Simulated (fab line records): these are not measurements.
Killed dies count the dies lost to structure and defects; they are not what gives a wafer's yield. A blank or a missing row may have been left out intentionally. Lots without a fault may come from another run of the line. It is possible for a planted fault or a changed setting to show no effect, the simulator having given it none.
fab line records	flow n5_finfet
[record] lots = 10	wafers = 28	last_day = 17
route steps=1938 shown BEOL_M14@1757 BEOL_M15@1773
lots with no fault: from the same line, run without faults
start_h: hours from the record's opening day to when the first of the lot's shown wafers began	wait_h: hours from the lot's prior step to this one	" identical to the entry in the row above	L1.1+2: a row that stands for several wafers	- no value, or no start given	* or withheld: withheld	< > ~ a bound
route shown NAME@n: names a module that has steps shown in the file, with the first one's number in the route	usual: mean/standard deviation of fault-free wafers	same: alike in all rows	chamber/n: place in a boat	sites: the reading at each site	_std_site: the values' standard deviation	_edge_site: inner sites' mean taken away from outer sites' mean	radius_mm: how far each site lies from the wafer's centre	mask NAME#n: copy n	behind: the tool/chamber that last shaped the wafer	hold: what put the lot on hold/how long, in hours/how the hold closed	device: the transistor (n, p or np) that didn't switch	end of line: the tests these same wafers got at the end of their route	for a step that has no rows: nothing shown but its recipe	killed: at the first sort, the dies lost to defects and structure; wafer yield is something else	map: per-die view of a wafer (x killed, . not killed, _ where there is no die)
set.NAME: the setting that was run; set.NAME@STEP: the one run at that earlier step	model.NAME: the simulator's own value behind a step, which no gauge read
steps of the route over a sample of lots; a table a step, a row a wafer
services: the hour from which a tool's chamber was out of use, counted from the record's first day as start_h (under 0 if before that day), plus the number of hours and why
[[steps]]
[step N5_BEOL_M14_ETCH_38]
[recipe] chemistry = CF4/N2	target = SiCN	target_depth_a = 1065	taper_deg = 2	time_s = 120.6	ion_energy_ev = 150	mask_material = SiO2	pressure_mtorr = 40	source_w = 430	bias_w = 70	Ar_flow_sccm = 100	cf4_flow_sccm = 60	n2_flow_sccm = 60
[usual] cf4_flow_sccm = 59.99/0.19	drypump_motor_current_A = 5.7/0.54	mfc_ar_sccm = 100.0/0.32	oes_product_au = 0.82/0.097	rf_vpp_V = 382.8/1.7	showerhead_plenum_p_Torr = 2.22/0.063	throttle_valve_pct = 15.42/0.22
lot.wafer	tool	chamber	start_h	wait_h	cf4_flow_sccm	drypump_motor_current_A	mfc_ar_sccm	oes_product_au	rf_hours_counter_h	rf_vpp_V	showerhead_plenum_p_Torr	throttle_valve_pct
L377.1	rie_diel-06	2	-	-	60.06	6.6	100.0	0.96	4	384.6	2.26	15.23
L377.5	"	3	"	"	59.98	5.8	100.1	0.70	-	381.9	2.19	15.75
L377.6	"	0	"	"	60.07	4.9	100.1	0.80	-	381.5	2.14	15.46
L379.2	rie_diel-06	3	-	-	59.69	5.8	99.7	0.70	201	383.1	2.18	15.77
L379.3	"	0	"	"	60.10	5.0	99.9	0.80	85	380.6	2.14	15.45
L379.6	"	2	"	"	59.94	6.6	100.5	0.94	-	382.5	2.25	15.26
L381.2	rie_diel-05	1	-	-	60.06	5.7	99.9	0.75	140	384.4	2.30	15.66
L381.3	"	2	"	"	59.92	5.1	100.1	1.01	2	382.0	2.27	15.39
L381.5	"	1	"	"	60.26	5.7	99.4	0.75	-	383.0	2.30	15.65
L380.1	rie_diel-06	2	-	-	59.78	6.6	100.3	0.93	12	383.4	2.25	15.26
L380.3	"	3	"	"	60.01	5.8	100.4	0.70	202	382.9	2.18	15.75
L380.5	"	0	"	"	59.77	4.9	100.4	0.82	-	381.8	2.14	15.49
L384.2	rie_diel-01	1	-	-	59.85	5.9	100.0	0.84	61	379.3	2.15	15.35
L384.3	"	0	"	"	60.11	5.2	99.6	0.75	115	379.1	2.12	15.53
L384.4	"	2	"	"	59.85	6.1	99.8	0.69	243	380.7	2.27	15.74
L386.2	rie_diel-06	0	-	-	59.98	4.9	99.8	0.80	98	382.7	2.14	15.49
L386.3	"	1	"	"	59.64	5.2	99.7	0.72	201	380.5	2.19	15.47
L386.5	"	3	"	"	59.92	5.8	100.1	0.70	-	382.8	2.18	15.78
L388.1	rie_diel-05	2	-	-	60.08	5.1	100.2	0.93	26	383.3	2.26	15.43
L388.2	"	1	"	"	60.18	5.8	99.7	0.72	164	383.7	2.29	15.70
L391.1	rie_diel-01	0	-	-	60.04	5.1	100.2	0.74	129	382.3	2.11	15.55
L391.4	"	0	"	"	60.03	5.2	100.3	0.75	-	380.2	2.11	15.58
L392.3	rie_diel-01	3	-	-	60.06	5.3	100.2	0.93	18	383.2	2.25	15.50
L392.5	"	3	"	"	59.92	5.2	100.9	0.90	-	382.5	2.25	15.48
L392.6	"	2	"	"	59.82	6.1	99.9	0.96	-	384.7	2.26	15.22
L396.1	rie_diel-06	2	-	-	60.08	6.6	99.5	0.86	44	380.6	2.24	15.31
L396.2	"	3	"	"	59.85	5.8	100.1	0.68	232	382.0	2.17	15.81
L396.6	"	3	"	"	60.06	5.8	100.1	0.68	-	383.4	2.17	15.83
[step N5_BEOL_M14_PRE_CLEAN_42]
[recipe] gas = H2/He	time_s = 30	temp_c = 300
[usual] heater_power_w = 463/40	susceptor_temp_C = 299.99/0.2
lot.wafer	tool	chamber	start_h	wait_h	heater_power_w	susceptor_temp_C
L377.1	pvd_sputter-03	-	274.92	0.0	500	300.38
L377.5	"	-	"	"	399	299.87
L377.6	"	-	"	"	438	300.16
L379.2	pvd_sputter-01	-	292.00	0.0	521	299.90
L379.3	"	-	"	"	447	300.00
L379.6	"	-	"	"	523	299.93
L381.2	pvd_sputter-03	-	294.46	0.0	395	299.95
L381.3	"	-	"	"	430	300.06
L381.5	"	-	"	"	392	300.26
L380.1	pvd_sputter-01	-	294.52	0.0	522	300.21
L380.3	"	-	"	"	454	300.16
L380.5	"	-	"	"	520	299.95
L384.2	pvd_sputter-03	-	325.76	0.0	389	300.09
L384.3	"	-	"	"	468	299.90
L384.4	"	-	"	"	437	299.92
L386.2	pvd_sputter-03	-	326.44	0.0	497	300.34
L386.3	"	-	"	"	492	300.10
L386.5	"	-	"	"	398	300.00
L388.1	pvd_sputter-03	-	362.13	0.0	478	300.19
L388.2	"	-	"	"	433	300.11
L391.1	pvd_sputter-02	-	363.13	0.0	499	299.99
L391.4	"	-	"	"	501	299.88
L392.3	pvd_sputter-03	-	372.76	0.0	491	300.34
L392.5	"	-	"	"	389	299.82
L392.6	"	-	"	"	447	299.97
L396.1	pvd_sputter-03	-	386.58	0.0	506	299.92
L396.2	"	-	"	"	430	299.91
L396.6	"	-	"	"	383	300.25
[step N5_BEOL_M14_THK_MEAS_50]
[recipe] thk_meas_gauge = xrf	reads = Cu_of_BEOL_M14_ECD_47
[usual] M14_THK = 557/9.8
lot.wafer	tool	chamber	start_h	wait_h	M14_THK[nm]
L377.1	film_metro-01	-	276.02	-	550
L377.5	"	-	"	"	561
L377.6	"	-	"	"	562
L379.2	film_metro-01	-	293.10	-	564
L379.3	"	-	"	"	563
L379.6	"	-	"	"	560
L381.2	film_metro-02	-	295.56	-	563
L381.3	"	-	"	"	537
L381.5	"	-	"	"	565
L380.1	film_metro-02	-	295.73	-	555
L380.3	"	-	"	"	550
L380.5	"	-	"	"	546
L384.2	film_metro-01	-	326.86	-	554
L384.3	"	-	"	"	566
L384.4	"	-	"	"	558
L386.2	film_metro-01	-	327.54	-	571
L386.3	"	-	"	"	549
L386.5	"	-	"	"	556
L388.1	film_metro-02	-	363.56	-	551
L388.2	"	-	"	"	570
L391.1	film_metro-02	-	365.13	-	562
L391.4	"	-	"	"	542
L392.3	film_metro-01	-	374.40	-	562
L392.5	"	-	"	"	581
L392.6	"	-	"	"	560
L396.1	film_metro-01	-	387.69	-	546
L396.2	"	-	"	"	550
L396.6	"	-	"	"	557
[step N5_BEOL_M15_ILD_DEP_00]
[recipe] material = SiO2	target_thk_a = 16293	temp_c = 400	precursor = TEOS/O2	pressure_torr = 6.5	rf_w = 900	teos_flow_sccm = 161.4	gas = O2	flow_sccm = 2650	time_s = 346.1
[usual] heater_power_w = 514/120	run_length_s = 388.9/0.66	showerhead_plenum_p_Torr = 8.36/0.038	susceptor_temp_C = 400.02/0.22	throttle_valve_pct = 18.8/1
lot.wafer	tool	chamber	start_h	wait_h	heater_power_w	run_length_s	showerhead_plenum_p_Torr	susceptor_temp_C	throttle_valve_pct
L377.1	pecvd-02	2	276.26	0.0	527	388.1	8.31	399.80	18.3
L377.5	"	0	"	"	818	388.6	8.37	400.69	18.4
L377.6	"	2	"	"	406	388.3	8.34	400.03	18.0
L379.2	pecvd-02	1	293.29	0.0	469	389.5	8.37	400.20	19.6
L379.3	"	1	"	"	354	389.0	8.36	400.12	19.9
L379.6	"	2	"	"	407	388.6	8.33	400.19	18.2
L381.2	pecvd-01	0	295.75	0.0	506	389.1	8.34	399.70	19.9
L381.3	"	1	"	"	564	388.5	8.40	400.10	18.6
L381.5	"	0	"	"	373	389.1	8.33	399.88	19.5
L380.1	pecvd-03	2	295.95	0.0	475	389.5	8.30	399.98	17.1
L380.3	"	2	"	"	575	389.9	8.32	400.32	17.3
L380.5	"	1	"	"	440	388.0	8.41	399.80	19.8
L384.2	pecvd-03	1	327.05	0.0	480	387.9	8.40	399.91	20.0
L384.3	"	2	"	"	492	389.9	8.33	400.49	17.4
L384.4	"	2	"	"	575	389.3	8.33	399.67	17.3
L386.2	pecvd-02	2	327.73	0.0	456	388.3	8.33	399.85	18.4
L386.3	"	1	"	"	453	389.1	8.36	399.91	20.1
L386.5	"	0	"	"	881	389.2	8.39	400.10	18.4
L388.1	pecvd-03	1	363.76	0.0	535	388.1	8.41	399.80	20.2
L388.2	"	0	"	"	529	407.5	8.44	400.05	19.7
L391.1	pecvd-03	0	365.32	0.0	672	388.6	8.41	400.00	19.7
L391.4	"	1	"	"	435	407.2	8.42	400.05	19.9
L392.3	pecvd-02	2	374.59	0.0	506	388.2	8.32	400.20	18.8
L392.5	"	2	"	"	386	388.2	8.33	400.21	18.6
L392.6	"	0	"	"	886	389.2	8.39	399.95	18.8
L396.1	pecvd-01	0	387.88	0.0	463	389.3	8.34	400.23	19.7
L396.2	"	1	"	"	543	388.1	8.39	400.12	18.5
L396.6	"	0	"	"	380	389.9	8.33	399.95	19.7
[step N5_BEOL_M15_THK_MEAS_01]
[recipe] reads = SiO2_of_BEOL_M15_ILD_DEP_00
[usual] M15_ILD_THK = 1628/23
lot.wafer	tool	chamber	start_h	wait_h	M15_ILD_THK[nm]
L377.1	film_metro-01	-	276.51	0.1	1631
L377.5	"	-	"	"	1654
L377.6	"	-	"	"	1651
L379.2	film_metro-02	-	293.65	0.3	1662
L379.3	"	-	"	"	1671
L379.6	"	-	"	"	1650
L381.2	film_metro-02	-	296.00	0.1	1584
L381.3	"	-	"	"	1614
L381.5	"	-	"	"	1620
L380.1	film_metro-01	-	296.31	0.2	1602
L380.3	"	-	"	"	1608
L380.5	"	-	"	"	1621
L384.2	film_metro-01	-	327.30	0.1	1616
L384.3	"	-	"	"	1643
L384.4	"	-	"	"	1664
L386.2	film_metro-01	-	327.98	0.1	1636
L386.3	"	-	"	"	1659
L386.5	"	-	"	"	1670
L388.1	film_metro-02	-	364.12	0.2	1611
L388.2	"	-	"	"	1717
L391.1	film_metro-01	-	365.68	0.2	1615
L391.4	"	-	"	"	1731
L392.3	film_metro-01	-	374.84	0.1	1604
L392.5	"	-	"	"	1651
L392.6	"	-	"	"	1635
L396.1	film_metro-01	-	388.13	0.1	1605
L396.2	"	-	"	"	1624
L396.6	"	-	"	"	1638
[[services]]
tool	chamber	start_h	hours	kind
rie_diel-05	1	251.98	3.1	repair
pecvd-03	0	275.91	7.4	repair
pecvd-01	0	278.24	12.8	repair
pvd_sputter-03	-	279.46	4.2	repair
rie_diel-01	2	285.88	1.5	repair
rie_diel-01	0	288.34	2.1	repair
pecvd-03	0	294.35	16.5	scheduled_down
pecvd-03	1	301.75	6.2	repair
rie_diel-01	3	305.54	-	clean
rie_diel-01	3	305.54	-	consumable_replace:focus_ring
rie_diel-01	3	305.54	19.3	scheduled_down
rie_diel-01	3	305.54	19.3	vent_cycle
pecvd-02	-	308.21	5.5	pm
rie_diel-06	3	325.99	4.0	repair
rie_diel-06	2	334.33	4.9	repair
rie_diel-06	3	343.16	4.0	repair
rie_diel-01	2	351.41	-	clean
rie_diel-01	2	351.41	-	consumable_replace:focus_ring
pecvd-03	2	359.71	16.5	scheduled_down
pecvd-03	-	372.48	4.3	pm
pecvd-02	-	375.70	1.7	repair
pecvd-02	1	383.62	-	clean
pecvd-02	1	383.62	-	consumable_replace:showerhead
rie_diel-06	-	386.51	0.4	repair
[[key]]
[first_sign] step = N5_BEOL_M15_ILD_DEP_00	reading = run_length_s	direction = up	sigmas = 28	usual = *	struck = *
[effect] step = N5_BEOL_M15_THK_MEAS_01	reading = M15_ILD_THK	direction = up	sigmas = 4.1	usual = 1628	struck = 1724
met_at N5_BEOL_M15_ILD_DEP_00
struck_lots L388,L391
struck_wafers L388.2,L391.4
not_acting_at N5_BEOL_M14_ETCH_38,N5_BEOL_M14_PRE_CLEAN_42,N5_BEOL_M14_THK_MEAS_50
onset_between 327.05 363.76
[fault] kind = process_parameter_drift	tool = pecvd-03	chamber = -	onset_h = 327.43	steps = N5_BEOL_M15_ILD_DEP_00	channel = time_s	offset = *	shape = step	end_h = 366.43	scope = struck_wafers_only	acts_in = *	stated = *
